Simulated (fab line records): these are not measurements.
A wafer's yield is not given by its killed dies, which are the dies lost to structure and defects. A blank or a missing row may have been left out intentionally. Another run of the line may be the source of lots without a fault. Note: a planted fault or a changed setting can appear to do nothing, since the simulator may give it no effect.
fab line records / flow nandHarc / part 2 of 2: steps 27 to 33 of 33
[record] lots = 5 wafers = 15 lastDay = 32
route steps=1302 shown P_M0@269 P_M1@285
lots that met no fault: from a run of the same line without faults
startH: hours from the record's opening day to when the first of the lot's shown wafers began / waitH: how many hours have passed since the lot's step before this one / " repeats the value in the row above / L1.1+2: several wafers, shown together as one row / - no value, or no start was given / * or withheld: withheld / < > ~ a bound
route shown NAME@n: a module of which the file shows steps, and the number in the route of the first / usual: mean and standard deviation over wafers with no fault / same: alike in all rows / chamber/n: place in a boat / sites: per-site readings / _std_site: how widely they spread, as a standard deviation / _edge_site: mean of outer sites minus mean of inner sites / radiusMm: for every site, how far away it sits from the centre of the wafer / mask NAME#n: copy n / behind: the last tool/chamber to shape the wafer / hold: why the lot was held/for how many hours/how that ended / device: whichever transistor did not switch (one of n, p or np) / end of line: tests of these same wafers at the route's end / a step with no rows: only its recipe / killed: count of dies lost to structure and defects at first sort (not the wafer's yield) / map: the dies of a wafer, with x for killed, . for not killed, _ for no die there
set.NAME: setting as actually run; set.NAME@STEP: the setting as run at that earlier step / model.NAME: the simulator's own value behind a step, which no gauge read
lots at some steps of the route; a table a step, a row a wafer
services: from which hour (startH, from the record's first day; less than 0 if before it) a tool's chamber was out of use, for how many hours, and why
[[steps]]
[step NHARC_P_M1_OVL_MEAS_10]
[recipe] pitchNm = 260
[usual] overlayXNm = 0.2/0.88 overlayYNm = 0.2/0.88
lot.wafer=L076.1 tool=overlay-01 chamber=- startH=153.43 waitH=- overlayXNm=-1.2 overlayYNm=0.2
lot.wafer=L076.4 tool=overlay-01 chamber=- startH=153.43 waitH=- overlayXNm=-1.3 overlayYNm=-0.4
lot.wafer=L076.6 tool=overlay-01 chamber=- startH=153.43 waitH=- overlayXNm=-1.7 overlayYNm=0.1
lot.wafer=L077.1 tool=overlay-02 chamber=- startH=157.82 waitH=- overlayXNm=0.2 overlayYNm=1.2
lot.wafer=L077.3 tool=overlay-02 chamber=- startH=157.82 waitH=- overlayXNm=1.0 overlayYNm=0.8
lot.wafer=L077.4 tool=overlay-02 chamber=- startH=157.82 waitH=- overlayXNm=0.9 overlayYNm=0.6
lot.wafer=L079.2 tool=overlay-01 chamber=- startH=177.44 waitH=- overlayXNm=1.8 overlayYNm=0.0
lot.wafer=L079.3 tool=overlay-01 chamber=- startH=177.44 waitH=- overlayXNm=1.3 overlayYNm=0.4
lot.wafer=L079.4 tool=overlay-01 chamber=- startH=177.44 waitH=- overlayXNm=0.8 overlayYNm=0.0
lot.wafer=L080.3 tool=overlay-01 chamber=- startH=195.42 waitH=- overlayXNm=0.9 overlayYNm=1.6
lot.wafer=L080.4 tool=overlay-01 chamber=- startH=195.42 waitH=- overlayXNm=0.1 overlayYNm=1.2
lot.wafer=L080.5 tool=overlay-01 chamber=- startH=195.42 waitH=- overlayXNm=0.8 overlayYNm=1.5
lot.wafer=L094.1 tool=overlay-01 chamber=- startH=322.06 waitH=- overlayXNm=-0.1 overlayYNm=1.1
lot.wafer=L094.4 tool=overlay-01 chamber=- startH=322.06 waitH=- overlayXNm=0.3 overlayYNm=1.3
lot.wafer=L094.6 tool=overlay-01 chamber=- startH=322.06 waitH=- overlayXNm=0.2 overlayYNm=1.4
[step NHARC_P_M1_INSPECT_11]
[usual] rawDefectCount = 4.4/2.8
lot.wafer=L076.1 tool=defectInspect-01 chamber=- startH=153.47 waitH=0.0 rawDefectCount=7
lot.wafer=L076.4 tool=defectInspect-01 chamber=- startH=153.47 waitH=0.0 rawDefectCount=10
lot.wafer=L076.6 tool=defectInspect-01 chamber=- startH=153.47 waitH=0.0 rawDefectCount=2
lot.wafer=L077.1 tool=defectInspect-01 chamber=- startH=157.86 waitH=0.0 rawDefectCount=1
lot.wafer=L077.3 tool=defectInspect-01 chamber=- startH=157.86 waitH=0.0 rawDefectCount=2
lot.wafer=L077.4 tool=defectInspect-01 chamber=- startH=157.86 waitH=0.0 rawDefectCount=1
lot.wafer=L079.2 tool=defectInspect-02 chamber=- startH=177.48 waitH=0.0 rawDefectCount=5
lot.wafer=L079.3 tool=defectInspect-02 chamber=- startH=177.48 waitH=0.0 rawDefectCount=10
lot.wafer=L079.4 tool=defectInspect-02 chamber=- startH=177.48 waitH=0.0 rawDefectCount=4
lot.wafer=L080.3 tool=defectInspect-01 chamber=- startH=195.45 waitH=0.0 rawDefectCount=1
lot.wafer=L080.4 tool=defectInspect-01 chamber=- startH=195.45 waitH=0.0 rawDefectCount=3
lot.wafer=L080.5 tool=defectInspect-01 chamber=- startH=195.45 waitH=0.0 rawDefectCount=3
lot.wafer=L094.1 tool=defectInspect-02 chamber=- startH=322.09 waitH=0.0 rawDefectCount=8
lot.wafer=L094.4 tool=defectInspect-02 chamber=- startH=322.09 waitH=0.0 rawDefectCount=5
lot.wafer=L094.6 tool=defectInspect-02 chamber=- startH=322.09 waitH=0.0 rawDefectCount=9
[step NHARC_P_M1_DESCUM_14]
[recipe] timeS = 3 o2FlowSccm = 200 arFlowSccm = 0 biasPowerW = 0 chemistry = O2
[usual] drypumpMotorCurrentA = 5.9/0.54 oesProductAu = 1.001/0.0087 rfVppV = 57.7/0.92 showerheadPlenumPTorr = 1.88/0.082 throttleValvePct = 11.312/0.0089
lot.wafer=L076.1 tool=rieDiel-09 chamber=2 startH=153.53 waitH=0.1 drypumpMotorCurrentA=6.7 oesProductAu=1.006 rfHoursCounterH=0 rfVppV=57.2 showerheadPlenumPTorr=1.84 throttleValvePct=11.321
lot.wafer=L076.4 tool=rieDiel-09 chamber=0 startH=153.53 waitH=0.1 drypumpMotorCurrentA=6.8 oesProductAu=1.004 rfHoursCounterH=0 rfVppV=56.8 showerheadPlenumPTorr=1.84 throttleValvePct=11.314
lot.wafer=L076.6 tool=rieDiel-09 chamber=3 startH=153.53 waitH=0.1 drypumpMotorCurrentA=5.8 oesProductAu=0.998 rfHoursCounterH=- rfVppV=56.7 showerheadPlenumPTorr=1.88 throttleValvePct=11.313
lot.wafer=L077.3 tool=rieDiel-09 chamber=2 startH=157.93 waitH=0.1 drypumpMotorCurrentA=6.7 oesProductAu=1.013 rfHoursCounterH=0 rfVppV=56.5 showerheadPlenumPTorr=1.84 throttleValvePct=11.323
lot.wafer=L077.1 tool=rieDiel-09 chamber=3 startH=157.93 waitH=0.1 drypumpMotorCurrentA=5.8 oesProductAu=1.014 rfHoursCounterH=0 rfVppV=57.9 showerheadPlenumPTorr=1.88 throttleValvePct=11.306
lot.wafer=L077.4 tool=rieDiel-09 chamber=0 startH=157.93 waitH=0.1 drypumpMotorCurrentA=6.8 oesProductAu=0.996 rfHoursCounterH=0 rfVppV=58.8 showerheadPlenumPTorr=1.84 throttleValvePct=11.296
lot.wafer=L079.2 tool=rieDiel-12 chamber=0 startH=177.54 waitH=0.1 drypumpMotorCurrentA=5.4 oesProductAu=1.000 rfHoursCounterH=8 rfVppV=59.5 showerheadPlenumPTorr=2.00 throttleValvePct=11.316
lot.wafer=L079.3 tool=rieDiel-12 chamber=2 startH=177.54 waitH=0.1 drypumpMotorCurrentA=5.6 oesProductAu=0.989 rfHoursCounterH=5 rfVppV=57.4 showerheadPlenumPTorr=1.86 throttleValvePct=11.304
lot.wafer=L079.4 tool=rieDiel-12 chamber=3 startH=177.54 waitH=0.1 drypumpMotorCurrentA=5.9 oesProductAu=0.986 rfHoursCounterH=6 rfVppV=59.4 showerheadPlenumPTorr=2.01 throttleValvePct=11.306
lot.wafer=L080.3 tool=rieDiel-01 chamber=0 startH=195.51 waitH=0.1 drypumpMotorCurrentA=4.9 oesProductAu=0.988 rfHoursCounterH=45 rfVppV=57.9 showerheadPlenumPTorr=1.84 throttleValvePct=11.323
lot.wafer=L080.4 tool=rieDiel-01 chamber=3 startH=195.51 waitH=0.1 drypumpMotorCurrentA=5.9 oesProductAu=0.994 rfHoursCounterH=56 rfVppV=56.5 showerheadPlenumPTorr=1.86 throttleValvePct=11.310
lot.wafer=L080.5 tool=rieDiel-01 chamber=0 startH=195.51 waitH=0.1 drypumpMotorCurrentA=4.9 oesProductAu=0.991 rfHoursCounterH=- rfVppV=57.9 showerheadPlenumPTorr=1.84 throttleValvePct=11.305
lot.wafer=L094.4 tool=rieDiel-12 chamber=0 startH=322.16 waitH=0.1 drypumpMotorCurrentA=5.4 oesProductAu=0.987 rfHoursCounterH=4 rfVppV=56.7 showerheadPlenumPTorr=2.00 throttleValvePct=11.309
lot.wafer=L094.1 tool=rieDiel-12 chamber=2 startH=322.16 waitH=0.1 drypumpMotorCurrentA=5.6 oesProductAu=1.007 rfHoursCounterH=5 rfVppV=57.3 showerheadPlenumPTorr=1.86 throttleValvePct=11.306
lot.wafer=L094.6 tool=rieDiel-12 chamber=1 startH=322.16 waitH=0.1 drypumpMotorCurrentA=5.7 oesProductAu=1.001 rfHoursCounterH=- rfVppV=56.8 showerheadPlenumPTorr=1.77 throttleValvePct=11.310
[step NHARC_P_M1_ETCH_35]
[recipe] targetDepthA = 400 overetchA = 120 timeS = 43.94 ionEnergyEv = 200 n2FlowSccm = 150 h2FlowSccm = 150 arFlowSccm = 0 rfW = 400 biasW = 150 chemistry = N2/H2
[usual] drypumpMotorCurrentA = 5.9/0.53 oesProductAu = 0.999/0.0097 rfVppV = 429.4/2.6 showerheadPlenumPTorr = 2.00/0.086 throttleValvePct = 14.172/0.0088
lot.wafer=L076.4 tool=rieDiel-09 chamber=2 startH=153.62 waitH=0.1 drypumpMotorCurrentA=6.7 oesProductAu=1.007 rfHoursCounterH=0 rfVppV=427.7 showerheadPlenumPTorr=1.96 throttleValvePct=14.157
lot.wafer=L076.1 tool=rieDiel-09 chamber=1 startH=153.62 waitH=0.1 drypumpMotorCurrentA=5.4 oesProductAu=0.985 rfHoursCounterH=0 rfVppV=426.2 showerheadPlenumPTorr=1.91 throttleValvePct=14.167
lot.wafer=L076.6 tool=rieDiel-09 chamber=2 startH=153.62 waitH=0.1 drypumpMotorCurrentA=6.7 oesProductAu=1.009 rfHoursCounterH=- rfVppV=427.7 showerheadPlenumPTorr=1.96 throttleValvePct=14.167
lot.wafer=L077.3 tool=rieDiel-09 chamber=3 startH=158.01 waitH=0.1 drypumpMotorCurrentA=5.8 oesProductAu=1.000 rfHoursCounterH=0 rfVppV=430.1 showerheadPlenumPTorr=2.00 throttleValvePct=14.194
lot.wafer=L077.4 tool=rieDiel-09 chamber=0 startH=158.01 waitH=0.1 drypumpMotorCurrentA=6.8 oesProductAu=0.996 rfHoursCounterH=0 rfVppV=428.6 showerheadPlenumPTorr=1.96 throttleValvePct=14.167
lot.wafer=L077.1 tool=rieDiel-09 chamber=1 startH=158.01 waitH=0.1 drypumpMotorCurrentA=5.4 oesProductAu=1.005 rfHoursCounterH=0 rfVppV=424.9 showerheadPlenumPTorr=1.91 throttleValvePct=14.171
lot.wafer=L079.4 tool=rieDiel-12 chamber=1 startH=177.62 waitH=0.1 drypumpMotorCurrentA=5.7 oesProductAu=0.997 rfHoursCounterH=2 rfVppV=427.8 showerheadPlenumPTorr=1.89 throttleValvePct=14.169
lot.wafer=L079.2 tool=rieDiel-12 chamber=2 startH=177.62 waitH=0.1 drypumpMotorCurrentA=5.6 oesProductAu=1.009 rfHoursCounterH=5 rfVppV=428.7 showerheadPlenumPTorr=1.98 throttleValvePct=14.169
lot.wafer=L079.3 tool=rieDiel-12 chamber=3 startH=177.62 waitH=0.1 drypumpMotorCurrentA=5.8 oesProductAu=0.993 rfHoursCounterH=6 rfVppV=433.3 showerheadPlenumPTorr=2.15 throttleValvePct=14.175
lot.wafer=L080.3 tool=rieDiel-01 chamber=1 startH=195.60 waitH=0.1 drypumpMotorCurrentA=6.4 oesProductAu=0.984 rfHoursCounterH=56 rfVppV=430.1 showerheadPlenumPTorr=1.98 throttleValvePct=14.166
lot.wafer=L080.4 tool=rieDiel-01 chamber=3 startH=195.60 waitH=0.1 drypumpMotorCurrentA=6.0 oesProductAu=1.004 rfHoursCounterH=56 rfVppV=430.1 showerheadPlenumPTorr=1.98 throttleValvePct=14.170
lot.wafer=L080.5 tool=rieDiel-01 chamber=2 startH=195.60 waitH=0.1 drypumpMotorCurrentA=5.2 oesProductAu=0.991 rfHoursCounterH=- rfVppV=427.0 showerheadPlenumPTorr=1.91 throttleValvePct=14.180
lot.wafer=L094.4 tool=rieDiel-12 chamber=1 startH=322.25 waitH=0.1 drypumpMotorCurrentA=5.7 oesProductAu=1.003 rfHoursCounterH=5 rfVppV=425.7 showerheadPlenumPTorr=1.88 throttleValvePct=14.186
lot.wafer=L094.1 tool=rieDiel-12 chamber=2 startH=322.25 waitH=0.1 drypumpMotorCurrentA=5.6 oesProductAu=1.015 rfHoursCounterH=5 rfVppV=430.1 showerheadPlenumPTorr=1.98 throttleValvePct=14.169
lot.wafer=L094.6 tool=rieDiel-12 chamber=3 startH=322.25 waitH=0.1 drypumpMotorCurrentA=5.9 oesProductAu=1.004 rfHoursCounterH=- rfVppV=433.8 showerheadPlenumPTorr=2.14 throttleValvePct=14.160
[step NHARC_P_M1_ETCH_15]
[recipe] targetDepthA = 1825 timeS = 91.2 c4f8FlowSccm = withheld arFlowSccm = 400 rfW = 600 biasW = 300 chemistry = C4F8/Ar
[usual] oesProductAu = 0.960/0.019 rfVppV = 439.4/2.6
lot.wafer=L076.4 tool=rieDiel-09 chamber=2 startH=- waitH=- oesProductAu=0.972 rfHoursCounterH=0 rfVppV=438.7
lot.wafer=L076.1 tool=rieDiel-09 chamber=3 startH=- waitH=- oesProductAu=0.970 rfHoursCounterH=0 rfVppV=440.7
lot.wafer=L076.6 tool=rieDiel-09 chamber=0 startH=- waitH=- oesProductAu=0.979 rfHoursCounterH=- rfVppV=439.8
lot.wafer=L077.3 tool=rieDiel-09 chamber=1 startH=- waitH=- oesProductAu=0.962 rfHoursCounterH=0 rfVppV=437.0
lot.wafer=L077.4 tool=rieDiel-09 chamber=2 startH=- waitH=- oesProductAu=0.976 rfHoursCounterH=0 rfVppV=438.2
lot.wafer=L077.1 tool=rieDiel-09 chamber=0 startH=- waitH=- oesProductAu=0.977 rfHoursCounterH=0 rfVppV=438.3
lot.wafer=L079.4 tool=rieDiel-12 chamber=1 startH=- waitH=- oesProductAu=0.940 rfHoursCounterH=2 rfVppV=436.0
lot.wafer=L079.2 tool=rieDiel-12 chamber=2 startH=- waitH=- oesProductAu=0.947 rfHoursCounterH=5 rfVppV=439.0
lot.wafer=L079.3 tool=rieDiel-12 chamber=3 startH=- waitH=- oesProductAu=0.922 rfHoursCounterH=6 rfVppV=444.0
lot.wafer=L080.3 tool=rieDiel-01 chamber=3 startH=- waitH=- oesProductAu=0.965 rfHoursCounterH=56 rfVppV=438.9
lot.wafer=L080.4 tool=rieDiel-01 chamber=0 startH=- waitH=- oesProductAu=0.959 rfHoursCounterH=45 rfVppV=440.6
lot.wafer=L080.5 tool=rieDiel-01 chamber=3 startH=- waitH=- oesProductAu=0.964 rfHoursCounterH=- rfVppV=440.7
lot.wafer=L094.1 tool=rieDiel-12 chamber=3 startH=- waitH=- oesProductAu=0.979 rfHoursCounterH=5 rfVppV=443.1
lot.wafer=L094.4 tool=rieDiel-12 chamber=0 startH=- waitH=- oesProductAu=0.957 rfHoursCounterH=4 rfVppV=444.0
lot.wafer=L094.6 tool=rieDiel-12 chamber=3 startH=- waitH=- oesProductAu=0.984 rfHoursCounterH=- rfVppV=442.0
[step NHARC_P_M1_CD_MEAS_16]
[usual] cdNm = 130.2/0.74
lot.wafer=L076.1 tool=cdSem-03 chamber=- startH=153.84 waitH=- cdNm=130.8
lot.wafer=L076.4 tool=cdSem-03 chamber=- startH=153.84 waitH=- cdNm=130.8
lot.wafer=L076.6 tool=cdSem-03 chamber=- startH=153.84 waitH=- cdNm=131.4
lot.wafer=L077.1 tool=cdSem-02 chamber=- startH=158.23 waitH=- cdNm=131.2
lot.wafer=L077.3 tool=cdSem-02 chamber=- startH=158.23 waitH=- cdNm=130.7
lot.wafer=L077.4 tool=cdSem-02 chamber=- startH=158.23 waitH=- cdNm=132.0
lot.wafer=L079.2 tool=cdSem-01 chamber=- startH=177.85 waitH=- cdNm=130.6
lot.wafer=L079.3 tool=cdSem-01 chamber=- startH=177.85 waitH=- cdNm=130.7
lot.wafer=L079.4 tool=cdSem-01 chamber=- startH=177.85 waitH=- cdNm=129.6
lot.wafer=L080.3 tool=cdSem-03 chamber=- startH=195.82 waitH=- cdNm=130.4
lot.wafer=L080.4 tool=cdSem-03 chamber=- startH=195.82 waitH=- cdNm=130.2
lot.wafer=L080.5 tool=cdSem-03 chamber=- startH=195.82 waitH=- cdNm=131.8
lot.wafer=L094.1 tool=cdSem-01 chamber=- startH=322.46 waitH=- cdNm=129.1
lot.wafer=L094.4 tool=cdSem-01 chamber=- startH=322.46 waitH=- cdNm=129.8
lot.wafer=L094.6 tool=cdSem-01 chamber=- startH=322.46 waitH=- cdNm=130.0
[step NHARC_P_M1_STRIP_18]
[recipe] powerW = 1000 n2FlowSccm = 150 h2FlowSccm = 150 arFlowSccm = 0 biasW = 0 chemistry = N2/H2
[usual] drypumpMotorCurrentA = 5.9/0.54 oesProductAu = 1.003/0.0092 powerW = 999.8/2.8 rfVppV = 90.3/1 showerheadPlenumPTorr = 1.98/0.079 throttleValvePct = 14.172/0.0086
lot.wafer=L076.1 tool=rieDiel-12 chamber=0 startH=153.94 waitH=0.1 drypumpMotorCurrentA=5.4 oesProductAu=1.007 powerW=1001.9 rfHoursCounterH=6 rfVppV=90.4 showerheadPlenumPTorr=2.14 throttleValvePct=14.183
lot.wafer=L076.6 tool=rieDiel-12 chamber=3 startH=153.94 waitH=0.1 drypumpMotorCurrentA=5.9 oesProductAu=0.980 powerW=1001.4 rfHoursCounterH=- rfVppV=91.6 showerheadPlenumPTorr=2.15 throttleValvePct=14.168
lot.wafer=L076.4 tool=rieDiel-12 chamber=0 startH=153.94 waitH=0.1 drypumpMotorCurrentA=5.4 oesProductAu=1.008 powerW=1003.9 rfHoursCounterH=- rfVppV=92.8 showerheadPlenumPTorr=2.14 throttleValvePct=14.175
lot.wafer=L077.1 tool=rieDiel-12 chamber=0 startH=158.30 waitH=0.1 drypumpMotorCurrentA=5.5 oesProductAu=1.001 powerW=998.3 rfHoursCounterH=7 rfVppV=93.5 showerheadPlenumPTorr=2.14 throttleValvePct=14.157
lot.wafer=L077.4 tool=rieDiel-12 chamber=1 startH=158.30 waitH=0.1 drypumpMotorCurrentA=5.7 oesProductAu=1.003 powerW=1000.8 rfHoursCounterH=1 rfVppV=89.8 showerheadPlenumPTorr=1.89 throttleValvePct=14.164
lot.wafer=L077.3 tool=rieDiel-12 chamber=3 startH=158.30 waitH=0.1 drypumpMotorCurrentA=5.8 oesProductAu=0.989 powerW=998.0 rfHoursCounterH=5 rfVppV=91.3 showerheadPlenumPTorr=2.15 throttleValvePct=14.169
lot.wafer=L079.2 tool=rieDiel-09 chamber=1 startH=177.92 waitH=0.1 drypumpMotorCurrentA=5.4 oesProductAu=1.004 powerW=999.4 rfHoursCounterH=1 rfVppV=90.2 showerheadPlenumPTorr=1.91 throttleValvePct=14.162
lot.wafer=L079.4 tool=rieDiel-09 chamber=2 startH=177.92 waitH=0.1 drypumpMotorCurrentA=6.7 oesProductAu=1.012 powerW=1000.2 rfHoursCounterH=1 rfVppV=89.9 showerheadPlenumPTorr=1.96 throttleValvePct=14.173
lot.wafer=L079.3 tool=rieDiel-09 chamber=0 startH=177.92 waitH=0.1 drypumpMotorCurrentA=6.8 oesProductAu=1.017 powerW=1002.1 rfHoursCounterH=1 rfVppV=88.9 showerheadPlenumPTorr=1.96 throttleValvePct=14.185
lot.wafer=L080.3 tool=rieDiel-09 chamber=0 startH=195.92 waitH=0.1 drypumpMotorCurrentA=6.8 oesProductAu=1.009 powerW=1003.8 rfHoursCounterH=2 rfVppV=90.7 showerheadPlenumPTorr=1.96 throttleValvePct=14.180
lot.wafer=L080.4 tool=rieDiel-09 chamber=2 startH=195.92 waitH=0.1 drypumpMotorCurrentA=6.7 oesProductAu=1.010 powerW=1004.5 rfHoursCounterH=2 rfVppV=90.2 showerheadPlenumPTorr=1.96 throttleValvePct=14.167
lot.wafer=L080.5 tool=rieDiel-09 chamber=3 startH=195.92 waitH=0.1 drypumpMotorCurrentA=5.8 oesProductAu=1.002 powerW=998.0 rfHoursCounterH=- rfVppV=91.0 showerheadPlenumPTorr=2.00 throttleValvePct=14.175
lot.wafer=L094.4 tool=rieDiel-12 chamber=1 startH=322.53 waitH=0.1 drypumpMotorCurrentA=5.7 oesProductAu=1.012 powerW=998.8 rfHoursCounterH=5 rfVppV=90.5 showerheadPlenumPTorr=1.88 throttleValvePct=14.164
lot.wafer=L094.1 tool=rieDiel-12 chamber=2 startH=322.53 waitH=0.1 drypumpMotorCurrentA=5.7 oesProductAu=1.006 powerW=997.7 rfHoursCounterH=5 rfVppV=91.5 showerheadPlenumPTorr=1.98 throttleValvePct=14.168
lot.wafer=L094.6 tool=rieDiel-12 chamber=2 startH=322.53 waitH=0.1 drypumpMotorCurrentA=5.7 oesProductAu=1.003 powerW=1001.5 rfHoursCounterH=- rfVppV=89.7 showerheadPlenumPTorr=1.98 throttleValvePct=14.190
[[services]]
tool=rieDiel-12 chamber=2 startH=127.68 hours=8.0 kind=repair
tool=pecvd-01 chamber=- startH=142.07 hours=13.0 kind=pm
tool=rieDiel-09 chamber=- startH=143.10 hours=9.0 kind=pm
tool=rieDiel-12 chamber=2 startH=146.28 hours=9.7 kind=repair
tool=lithoTrack-01 chamber=- startH=155.00 hours=7.0 kind=pm
tool=pvdSputter-01 chamber=- startH=157.41 hours=1.7 kind=repair
tool=rieDiel-09 chamber=- startH=163.58 hours=0.4 kind=repair
tool=rieDiel-09 chamber=2 startH=167.88 hours=9.0 kind=repair
tool=pvdSputter-03 chamber=- startH=173.99 hours=10.0 kind=pm
tool=lithoTrack-06 chamber=- startH=179.00 hours=7.0 kind=pm
tool=rieDiel-12 chamber=2 startH=187.25 hours=2.9 kind=repair
tool=lithoTrack-04 chamber=- startH=203.00 hours=7.0 kind=pm
tool=pecvd-01 chamber=- startH=206.39 hours=1.0 kind=repair
tool=rieDiel-09 chamber=- startH=214.93 hours=3.0 kind=repair
tool=pecvd-02 chamber=- startH=227.18 hours=13.0 kind=pm
tool=pvdSputter-01 chamber=- startH=229.43 hours=10.0 kind=pm
tool=pecvd-02 chamber=2 startH=258.34 hours=4.6 kind=repair
tool=pecvd-02 chamber=- startH=264.57 hours=0.8 kind=repair
tool=pecvd-01 chamber=- startH=264.74 hours=2.4 kind=repair
tool=rieDiel-12 chamber=- startH=268.43 hours=9.0 kind=pm
tool=pecvd-04 chamber=- startH=284.95 hours=13.0 kind=pm
tool=rieDiel-12 chamber=0 startH=289.24 hours=6.7 kind=repair
tool=wetBench-08 chamber=- startH=294.46 hours=8.0 kind=pm
tool=rieDiel-09 chamber=- startH=320.10 hours=9.0 kind=pm
